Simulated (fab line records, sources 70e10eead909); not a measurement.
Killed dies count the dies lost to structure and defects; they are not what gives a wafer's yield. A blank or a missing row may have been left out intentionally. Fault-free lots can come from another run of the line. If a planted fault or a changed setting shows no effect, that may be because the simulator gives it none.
fab line records | flow nand-harc
record lots=13 wafers=39 last-day=24
route steps=1159 shown A_SLIT@780 A_WL_FILL@810
lots that met no fault: taken from a fault-free run of the same line
start-h: hours from the record's opening day to when the first of the lot's shown wafers began | wait-h: hours from the lot's prior step to this one | " the same as in the row above | L1.1+2: a row that stands for several wafers | - no value present, or no start provided | * or withheld: withheld | < > ~ a bound
route shown NAME@n: a module of which the file shows steps, and the number in the route of the first | usual: mean and standard deviation over wafers with no fault | same: alike in all rows | chamber/n: place in a boat | sites: per-site readings | _std_site: standard deviation of those values | _edge_site: mean of outer sites minus mean of inner sites | radius-mm: for every site, how far away it sits from the centre of the wafer | mask NAME#n: copy n | behind: tool/chamber where the wafer was last shaped | hold: why the lot went on hold/how many hours it stayed there/how the hold came to an end | device: which transistor (n, p or np) failed to switch | end of line: the route-end tests of the same wafers | a step given without rows: its recipe and nothing more | killed: dies lost to structure and defects at the first sort, not the wafer's yield | map: shows each die of a wafer: x if killed, . if not, _ if none is there
set.NAME: the run value of the setting; set.NAME@STEP: its run value at that earlier step | model.NAME: the simulator's own value behind a step, which no gauge read
a sample of lots followed through the steps of the route, with each step as a table and each wafer as a row
services: the hour from which a tool's chamber was out of use, counted from the record's first day as start-h (under 0 if before that day), plus the number of hours and why
## steps
# step NHARC_A_SLIT_DEP_00
# recipe target-thk-a=32000 temp-c=400 material=aC
# usual susceptor-temp-C=400.00/0.21 throttle-valve-pct=35.000/0.0087
# columns lot.wafer tool chamber start-h wait-h susceptor-temp-C throttle-valve-pct
L268.1 acl-dep-03 0 316.37 1.7 400.18 34.981
L268.3 " 0 " " 399.87 34.999
L268.5 " 0 " " 399.96 35.009
L270.1 acl-dep-02 0 321.30 - 400.01 34.991
L270.2 " 0 " " 399.72 35.010
L270.5 " 0 " " 399.68 34.996
L272.2 acl-dep-03 0 330.91 - - 34.992
L272.5 " 0 " " - 34.991
L272.6 " 0 " " - 35.022
L281.1 acl-dep-02 0 389.91 - 399.92 35.012
L281.2 " 0 " " 400.17 35.009
L281.3 " 0 " " 399.64 35.005
L280.2 acl-dep-03 0 390.23 - 399.74 34.985
L280.4 " 0 " " 399.85 34.996
L280.5 " 0 " " 399.85 35.001
L285.1 acl-dep-02 0 410.12 - 400.27 35.001
L285.3 " 0 " " 400.10 35.016
L285.5 " 0 " " 399.96 35.006
L282.2 acl-dep-01 0 410.42 - - 35.009
L282.5 " 0 " " - 34.993
L282.6 " 0 " " - 34.997
L284.1 acl-dep-01 0 412.04 - - 35.008
L284.2 " 0 " " - 34.993
L284.4 " 0 " " - 35.001
L283.1 acl-dep-02 0 412.10 - - 34.980
L283.4 " 0 " " - 35.017
L283.5 " 0 " " - 35.019
L287.1 acl-dep-03 0 419.51 - 399.83 35.002
L287.2 " 0 " " 400.11 35.011
L287.3 " 0 " " 399.82 34.998
L288.1 acl-dep-01 0 427.85 - 400.11 34.990
L288.3 " 0 " " 400.11 35.011
L288.5 " 0 " " 400.05 34.987
L290.1 acl-dep-03 0 441.30 - 399.98 35.002
L290.4 " 0 " " 400.02 35.018
L290.5 " 0 " " 400.25 35.010
L289.2 acl-dep-01 0 441.50 - 400.10 35.012
L289.4 " 0 " " 399.96 35.001
L289.5 " 0 " " 399.77 35.002
# step NHARC_A_WL_FILL_RTA_01
# recipe temp-c=1000 time-s=5
# usual lamp-power-pct=30.1/1.9 wafer_temp_C_max=1005.8/1.2
# columns lot.wafer tool chamber start-h wait-h lamp-power-pct wafer_temp_C_max
L268.1 rtp-anneal-02 0 331.87 - 28.2 1007.5
L268.3 " 0 " " 28.2 1005.5
L268.5 " 0 " " 28.2 1004.8
L270.1 rtp-anneal-02 0 335.14 0.5 28.2 1007.1
L270.2 " 0 " " 28.2 1008.3
L270.5 " 0 " " 28.2 1005.5
L272.2 rtp-anneal-02 0 344.82 - 28.2 1006.3
L272.5 " 0 " " 28.2 1007.5
L272.6 " 0 " " 28.3 1006.8
L281.1 rtp-anneal-02 0 404.22 - 28.2 1008.2
L281.2 " 0 " " 28.2 1005.4
L281.3 " 0 " " 28.2 1005.9
L280.2 rtp-anneal-01 0 404.23 - 32.0 1006.9
L280.4 " 0 " " 32.1 1003.7
L280.5 " 0 " " 32.0 1005.3
L285.1 rtp-anneal-01 0 424.34 - 31.9 1005.8
L285.3 " 0 " " 32.0 1002.8
L285.5 " 0 " " 31.9 1005.2
L284.1 rtp-anneal-02 0 424.35 - 28.2 1006.8
L284.2 " 0 " " 28.2 1006.7
L284.4 " 0 " " 28.2 1006.5
L283.1 rtp-anneal-02 0 424.52 - 28.2 1005.4
L283.4 " 0 " " 28.2 1009.5
L283.5 " 0 " " 28.2 1007.4
L282.2 rtp-anneal-01 0 424.54 - 32.0 1006.8
L282.5 " 0 " " 32.1 1005.6
L282.6 " 0 " " 32.0 1005.1
L287.1 rtp-anneal-02 0 434.77 - 28.2 1005.5
L287.2 " 0 " " 28.2 1006.7
L287.3 " 0 " " 28.2 1005.0
L288.1 rtp-anneal-01 0 442.09 - 32.0 1007.3
L288.3 " 0 " " 32.0 1005.6
L288.5 " 0 " " 32.0 1004.3
L290.1 rtp-anneal-01 0 456.52 - 32.0 1006.5
L290.4 " 0 " " 32.1 1006.0
L290.5 " 0 " " 32.0 1005.4
L289.2 rtp-anneal-02 0 456.56 - 28.2 1007.9
L289.4 " 0 " " 28.2 1007.8
L289.5 " 0 " " 28.2 1005.9
# step NHARC_A_WL_FILL_ALD_02
# recipe target-thk-a=20 pulse-time-s=3 ald-cycles=100 temp-c=450 material=TiN
# usual heater-power-w=1004/120 precursor-pulse-height-rel=1.002/0.02 susceptor-temp-C=450.02/0.23
# columns lot.wafer tool chamber start-h wait-h heater-power-w precursor-pulse-height-rel susceptor-temp-C
L268.3 ald-metal-03 2 332.16 0.2 1017 1.038 450.04
L268.1 " 3 " " 958 1.008 449.96
L268.5 " 1 " " 962 1.006 450.21
L270.1 ald-metal-01 3 335.40 0.2 968 0.967 450.23
L270.2 " 1 " " 1248 1.014 449.88
L270.5 " 2 " " 1076 1.013 450.16
L272.2 ald-metal-01 1 345.13 0.3 1230 0.973 450.13
L272.6 " 2 " " 1079 1.021 450.42
L272.5 " 3 " " 964 1.023 449.89
L280.2 ald-metal-01 3 404.42 0.2 976 0.989 449.82
L280.4 " 2 " " 1081 1.001 449.97
L280.5 " 0 " " 950 1.027 449.83
L281.2 ald-metal-02 0 404.44 0.2 1141 0.991 449.66
L281.1 " 2 " " 880 1.030 449.89
L281.3 " 3 " " 1210 1.020 449.70
L285.1 ald-metal-01 0 424.55 0.2 923 0.965 450.16
L285.3 " 1 " " 1253 0.992 450.18
L285.5 " 1 " " 1267 1.033 450.27
L284.4 ald-metal-03 2 424.57 0.1 983 0.989 450.35
L284.2 " 3 " " 927 0.993 449.99
L284.1 " 1 " " 968 1.027 449.80
L283.1 ald-metal-01 3 424.78 0.2 946 0.965 450.20
L283.4 " 1 " " 1279 0.991 449.39
L283.5 " 0 " " 924 0.964 449.64
L282.2 ald-metal-02 0 424.80 0.2 1139 0.984 450.05
L282.5 " 2 " " 877 1.037 449.68
L282.6 " 3 " " 1185 0.994 449.86
L287.1 ald-metal-03 2 434.99 0.2 985 0.992 449.82
L287.3 " 3 " " 990 1.032 450.01
L287.2 " 1 " " 964 0.983 450.25
L288.1 ald-metal-01 1 442.38 0.3 1270 0.991 449.71
L288.3 " 2 " " 1048 1.007 450.10
L288.5 " 0 " " 960 0.961 449.52
L290.4 ald-metal-01 1 456.74 0.1 1264 0.987 450.03
L290.1 " 0 " " 934 1.000 450.45
L290.5 " 1 " " 1266 0.978 449.89
L289.2 ald-metal-02 1 456.75 0.2 886 1.001 450.40
L289.4 " 0 " " 1140 1.005 449.93
L289.5 " 1 " " 900 1.001 449.99
# step NHARC_A_WL_FILL_CVD_23
# recipe target-thk-a=400 temp-c=620 pressure-mtorr=200 time-s=800 material=poly-Si
# usual pressure-mtorr=200.1/0.4 run-length-s=801.8/0.43 tube-center-temp-C=620/0.054 zone-power-bottom-pct=13.0/0.64 zone-power-top-pct=19.4/1.5
# columns lot.wafer tool chamber start-h wait-h pressure-mtorr run-length-s tube-center-temp-C zone-power-bottom-pct zone-power-top-pct
L268.1 lpcvd-poly-02 0 353.13 2.3 199.6 801.4 620.05 12.7 20.1
L268.3 " 0 " " 199.8 801.4 619.99 12.4 20.2
L268.5 " 0 " " 200.0 801.4 620.03 12.5 20.6
L270.1 lpcvd-poly-04 - 359.62 2.6 - - - - -
L270.2 " - " " - - - - -
L270.5 " - " " - - - - -
L272.2 lpcvd-poly-04 - 359.62 0.2 - - - - -
L272.5 " - " " - - - - -
L272.6 " - " " - - - - -
L280.2 lpcvd-poly-03 0 421.32 2.4 200.3 801.7 620 14.0 20.5
L280.4 " 0 " " 200.3 801.7 620.06 13.9 20.0
L280.5 " 0 " " 199.8 801.7 620.04 14.0 19.8
L281.1 lpcvd-poly-03 0 421.32 2.4 200.1 802.0 619.97 13.6 20.2
L281.2 " 0 " " 200.4 802.0 619.88 14.0 20.5
L281.3 " 0 " " 200.5 802.0 620.09 14.0 20.2
L282.2 lpcvd-poly-02 0 444.85 1.7 200.6 801.3 620.07 12.5 20.3
L282.5 " 0 " " 200.5 801.3 620.02 12.7 20.6
L282.6 " 0 " " 200.6 801.3 619.98 12.6 20.4
L284.1 lpcvd-poly-02 0 444.85 2.2 199.5 801.1 620 12.5 20.3
L284.2 " 0 " " 200.3 801.1 619.99 12.5 20.4
L284.4 " 0 " " 200.2 801.1 620.02 12.6 20.5
L285.1 lpcvd-poly-02 0 444.85 2.2 199.7 801.4 620.05 12.5 20.4
L285.3 " 0 " " 199.4 801.4 619.95 12.4 20.6
L285.5 " 0 " " 200.0 801.4 620.01 12.5 20.3
L283.1 lpcvd-poly-03 0 448.20 2.4 199.9 802.2 620.02 14.2 20.3
L283.4 " 0 " " 200.6 802.2 619.97 14.2 20.3
L283.5 " 0 " " 200.2 802.2 619.96 14.1 20.4
L287.1 lpcvd-poly-02 0 454.93 2.2 200.5 801.3 620.03 12.7 20.4
L287.2 " 0 " " 199.5 801.3 620.03 12.7 20.3
L287.3 " 0 " " 200.5 801.3 619.98 12.8 20.2
L288.1 lpcvd-poly-02 0 461.11 2.2 199.9 801.6 620.06 12.6 20.1
L288.3 " 0 " " 200.4 801.6 620.07 12.6 19.9
L288.5 " 0 " " 200.0 801.6 620.02 12.5 20.3
L290.1 lpcvd-poly-02 0 477.36 2.2 200.6 801.3 620.07 12.5 20.6
L290.4 " 0 " " 200.6 801.3 620 12.6 20.6
L290.5 " 0 " " 200.6 801.3 620.07 12.4 20.5
L289.2 lpcvd-poly-03 0 480.77 2.4 200.0 801.9 620.07 14.1 20.1
L289.4 " 0 " " 200.7 801.9 619.96 14.0 20.5
L289.5 " 0 " " 201.0 801.9 619.95 14.2 20.2
## services
# columns tool chamber start-h hours kind
acl-dep-01 - 293.55 13.0 pm
rtp-anneal-02 - 300.15 12.0 pm
lpcvd-poly-04 - 314.00 26.0 pm
ald-metal-03 - 322.00 10.0 pm
acl-dep-02 - 351.01 13.0 pm
ald-metal-01 0 355.05 7.6 repair
ald-metal-01 2 362.21 25.6 repair
ald-metal-02 - 364.00 10.0 pm
ald-metal-02 3 398.07 4.1 repair
acl-dep-03 - 404.33 13.0 pm
ald-metal-03 1 404.82 1.8 repair
ald-metal-03 - 416.29 0.4 repair
lpcvd-poly-04 - 443.85 21.8 repair
ald-metal-03 - 450.70 1.0 repair
ald-metal-01 - 458.98 10.0 pm
ald-metal-01 0 458.98 10.0 vent-cycle
ald-metal-01 1 458.98 10.0 vent-cycle
ald-metal-01 2 458.98 10.0 vent-cycle
ald-metal-01 3 458.98 10.0 vent-cycle
ald-metal-01 0 468.98 - clean
ald-metal-01 1 468.98 - clean
ald-metal-01 2 468.98 - clean
ald-metal-01 3 468.98 - clean
acl-dep-01 - 474.90 13.0 pm
## key
first-sign step=NHARC_A_WL_FILL_CVD_23 reading=tool-record direction=missing
effect none on later readings
met-at NHARC_A_WL_FILL_CVD_23
struck-lots L270,L272
tester-left-out L270,L272
not-acting-at NHARC_A_SLIT_DEP_00,NHARC_A_WL_FILL_RTA_01,NHARC_A_WL_FILL_ALD_02
fault kind=skipped-step-whole tool=lpcvd-poly-04 chamber=- onset-h=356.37 steps=NHARC_A_WL_FILL_CVD_23 scope=struck-lots-only
# tester-left-out: of these lots the tester's yield and bins aren't shown, on N5 and GAA mostly nor the transistor test; their killed dies are dies lost to structure and defects alone, not to doping, threshold or leakage, so they don't give the yield
